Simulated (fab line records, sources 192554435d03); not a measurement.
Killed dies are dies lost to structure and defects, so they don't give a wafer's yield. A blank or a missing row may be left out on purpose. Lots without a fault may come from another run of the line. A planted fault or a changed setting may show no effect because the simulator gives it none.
Chamber matching | flow n5_finfet | N5_BEOL_M4_STRIP_19 on rie_diel-03: 4 sister chambers
The step strips in O2. 16 wafers are shown with their chamber, then 8 later ones without.

WAFERS WITH THEIR CHAMBER
wafer  | chamber | showerhead_plenum_p_Torr (Torr) | drypump_motor_current_A (A) | throttle_valve_pct (%)
L075.1 | 0       | 2.10                            | 5.48                        | 16.69
L075.5 | 3       | 2.13                            | 5.25                        | 16.86
L075.6 | 2       | 1.92                            | 5.60                        | 16.67
L074.1 | 2       | 1.92                            | 5.61                        | 16.67
L074.2 | 1       | 2.13                            | 5.46                        | 16.23
L074.3 | 0       | 2.10                            | 5.44                        | 16.70
L074.4 | 3       | 2.13                            | 5.30                        | 16.87
L074.5 | 2       | 1.92                            | 5.59                        | 16.67
L074.6 | 3       | 2.13                            | 5.30                        | 16.86
L085.1 | 3       | 2.13                            | 5.23                        | 16.93
L085.2 | 2       | 1.91                            | 5.61                        | 16.71
L085.5 | 1       | 2.12                            | 5.46                        | 16.28
L086.2 | 3       | 2.13                            | 5.25                        | 16.92
L086.4 | 2       | 1.91                            | 5.60                        | 16.71
L086.6 | 0       | 2.09                            | 5.46                        | 16.74
L093.1 | 0       | 2.08                            | 5.45                        | 16.77

SIGNATURES (means of the wafers above)
reading                  | chamber 0 | chamber 1 | chamber 2 | chamber 3 | scatter within a chamber
showerhead_plenum_p_Torr | 2.0925    | 2.1250    | 1.9160    | 2.1300    | 0.00609
drypump_motor_current_A  | 5.4575    | 5.4600    | 5.6020    | 5.2660    | 0.021
throttle_valve_pct       | 16.7250   | 16.2550   | 16.6860   | 16.8880   | 0.0316
Rule: a wafer's distance from a chamber is the root of the sum, over the readings, of the square of ((its reading less the chamber's mean) divided by the reading's scatter). The wafer belongs to the nearest chamber; if the next one is less than 2 further off, it can't be placed. The scatter: the root of (the sum of the squares of (reading less its chamber's mean) over the shown wafers, divided by (wafers less chambers)).

WAFERS WITHOUT THEIR CHAMBER
wafer  | showerhead_plenum_p_Torr (Torr) | drypump_motor_current_A (A) | throttle_valve_pct (%)
L093.2 | 1.90                            | 5.61                        | 16.73
L093.5 | 2.08                            | 5.45                        | 16.76
L095.1 | 2.12                            | 5.31                        | 16.95
L095.2 | 2.11                            | 5.45                        | 16.30
L095.3 | 1.90                            | 5.58                        | 16.74
L095.4 | 2.12                            | 5.27                        | 16.96
L095.5 | 2.11                            | 5.43                        | 16.31
L095.6 | 1.90                            | 5.59                        | 16.74

WHICH CHAMBER EACH WENT THROUGH
wafer  | from the rows above | in truth
L093.2 | 2                   | 2
L093.5 | 0                   | 0
L095.1 | 3                   | 3
L095.2 | 1                   | 1
L095.3 | 2                   | 2
L095.4 | 3                   | 3
L095.5 | 1                   | 1
L095.6 | 2                   | 2
Placed correctly: 8 of 8. Can't be placed from these rows: 0. Placed wrongly: 0.
